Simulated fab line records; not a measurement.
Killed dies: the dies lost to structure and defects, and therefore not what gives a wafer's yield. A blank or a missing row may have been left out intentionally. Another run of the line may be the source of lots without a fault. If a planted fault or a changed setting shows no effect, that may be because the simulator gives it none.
Matching of chambers -- flow n5Finfet -- N5_MOL_CONTACT_COAG_DESCUM_45 on rieDiel-06: 4 sister chambers
The step chemistry O2, time 7 s. 20 wafers are shown with their chamber, then 10 later ones without.

WAFERS, EACH WITH ITS CHAMBER
wafer,chamber,drypumpMotorCurrentA (A),showerheadPlenumPTorr (Torr),throttleValvePct (%)
L074.4,1,6.7,2.02,20.46
L074.5,0,5.3,2.25,20.49
L074.6,1,6.7,2.02,20.44
L082.1,3,5.2,2.20,20.27
L082.4,2,5.4,2.23,20.48
L082.6,0,5.3,2.25,20.53
L083.1,3,5.2,2.20,20.30
L083.2,0,5.3,2.25,20.50
L083.5,3,5.1,2.20,20.29
L085.2,2,5.4,2.23,20.49
L085.5,0,5.3,2.25,20.53
L085.6,3,5.1,2.20,20.31
L090.3,3,5.1,2.19,20.31
L090.5,2,5.4,2.22,20.49
L090.6,3,5.1,2.19,20.33
L091.1,3,5.1,2.19,20.33
L091.4,1,6.6,2.01,20.48
L091.5,1,6.6,2.01,20.49
L092.1,0,5.3,2.24,20.55
L092.3,1,6.7,2.01,20.50

SIGNATURES (means of the wafers above)
reading,chamber 0,chamber 1,chamber 2,chamber 3,scatter within a chamber
drypumpMotorCurrentA,5.300,6.660,5.400,5.129,0.0405
showerheadPlenumPTorr,2.2480,2.0140,2.2267,2.1957,0.00523
throttleValvePct,20.5200,20.4740,20.4867,20.3057,0.0217
Rule: distance of a wafer from a chamber = root of the sum over the readings of ((wafer's reading minus chamber's mean) / reading's scatter) squared. The wafer belongs to the nearest chamber; if the next one is less than 2 further off, it can't be placed. How the scatter is found: for the shown wafers, subtract from each reading the mean of its chamber, square and add these, divide the total by (wafers less chambers), then take the root.

WAFERS WITH NO CHAMBER GIVEN
wafer,drypumpMotorCurrentA (A),showerheadPlenumPTorr (Torr),throttleValvePct (%)
L092.6,5.2,2.19,20.33
L093.2,6.7,2.01,20.49
L093.4,5.3,2.24,20.56
L093.6,5.1,2.19,20.33
L094.1,6.7,2.01,20.48
L094.2,5.4,2.22,20.52
L094.6,5.3,2.24,20.56
L096.1,6.6,2.01,20.50
L096.2,5.4,2.22,20.52
L096.6,5.2,2.19,20.33

WHICH CHAMBER EACH ONE RAN IN
wafer,from the rows above,in truth
L092.6,3,3
L093.2,1,1
L093.4,0,0
L093.6,3,3
L094.1,1,1
L094.2,2,2
L094.6,0,0
L096.1,1,1
L096.2,2,2
L096.6,3,3
10 of 10 placed correctly. Left unplaced by these rows: 0. 0 placed wrongly.
